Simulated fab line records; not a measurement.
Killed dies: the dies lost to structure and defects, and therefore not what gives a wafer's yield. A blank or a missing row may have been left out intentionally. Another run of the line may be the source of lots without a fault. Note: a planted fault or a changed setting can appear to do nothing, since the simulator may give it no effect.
The tool behind it: which one? || flow n5-finfet || 10 lots (28 wafers sampled), 1 step of a 1938-step route

WHAT THE GAUGES READ, wafer by wafer
N5_BEOL_M5_CD_MEAS_11: target cd 27.74 nm.
{"lot": "L462", "measured": "day 8 09:54", "on": "cd-sem-03", "cd-nm (nm)": "28.14 28.22 27.95"}
{"lot": "L463", "measured": "day 8 15:46", "on": "cd-sem-02", "cd-nm (nm)": "28.63 28.16 28.17"}
{"lot": "L467", "measured": "day 9 10:48", "on": "cd-sem-02", "cd-nm (nm)": "28.30 28.02 28.55"}
{"lot": "L469", "measured": "day 10 05:52", "on": "cd-sem-03", "cd-nm (nm)": "28.48 28.23 28.24"}
{"lot": "L470", "measured": "day 10 17:20", "on": "cd-sem-03", "cd-nm (nm)": "28.05 27.88 27.96"}
{"lot": "L471", "measured": "day 10 23:51", "on": "cd-sem-01", "cd-nm (nm)": "28.27 27.80 28.21"}
{"lot": "L476", "measured": "day 12 20:04", "on": "cd-sem-03", "cd-nm (nm)": "28.31 27.96 28.04"}
{"lot": "L482", "measured": "day 13 12:23", "on": "cd-sem-03", "cd-nm (nm)": "28.24 27.92"}
{"lot": "L481", "measured": "day 13 13:47", "on": "cd-sem-01", "cd-nm (nm)": "28.16 28.48"}
{"lot": "L483", "measured": "day 13 20:16", "on": "cd-sem-02", "cd-nm (nm)": "28.09 28.28 27.98"}

TOOL THAT RAN EACH LOT (tool first, then ch and the chambers of the sampled wafers, then the start)
There is no process step in the record ahead of these readings.

WHAT THE TOOLS THEMSELVES READ (means of the sampled wafers that have a number; where no wafer has one, the mark that the record gives instead)
The record holds no such reading with a usual standard deviation.

THE ANSWER, worked out from the rows above alone
Rule: usual is defined by the lots themselves. Put in order of their means at a reading, lots are off if they are a third of the lots or fewer, leave a main group of 4 or more, and stand apart from it by a gap of 3 or more times the standard deviation of the main group's means; of several such gaps the widest counts. A main group is skipped when, at the precision printed for the reading in the tables above, its means are all equal. A lot without any number at a reading at which 4 lots or more have one is off too. All remaining lots with rows at the step are treated as sound. First the gauges in route order, then the tools' own readings, where a lot's mean is used as printed above. At the first step where some lot is off, the reading lying furthest off is the one used; lots without a number count as furthest.
No lot is off at any reading shown: from this, nothing can be told.

WHAT THE SIMULATOR HAD INSERTED
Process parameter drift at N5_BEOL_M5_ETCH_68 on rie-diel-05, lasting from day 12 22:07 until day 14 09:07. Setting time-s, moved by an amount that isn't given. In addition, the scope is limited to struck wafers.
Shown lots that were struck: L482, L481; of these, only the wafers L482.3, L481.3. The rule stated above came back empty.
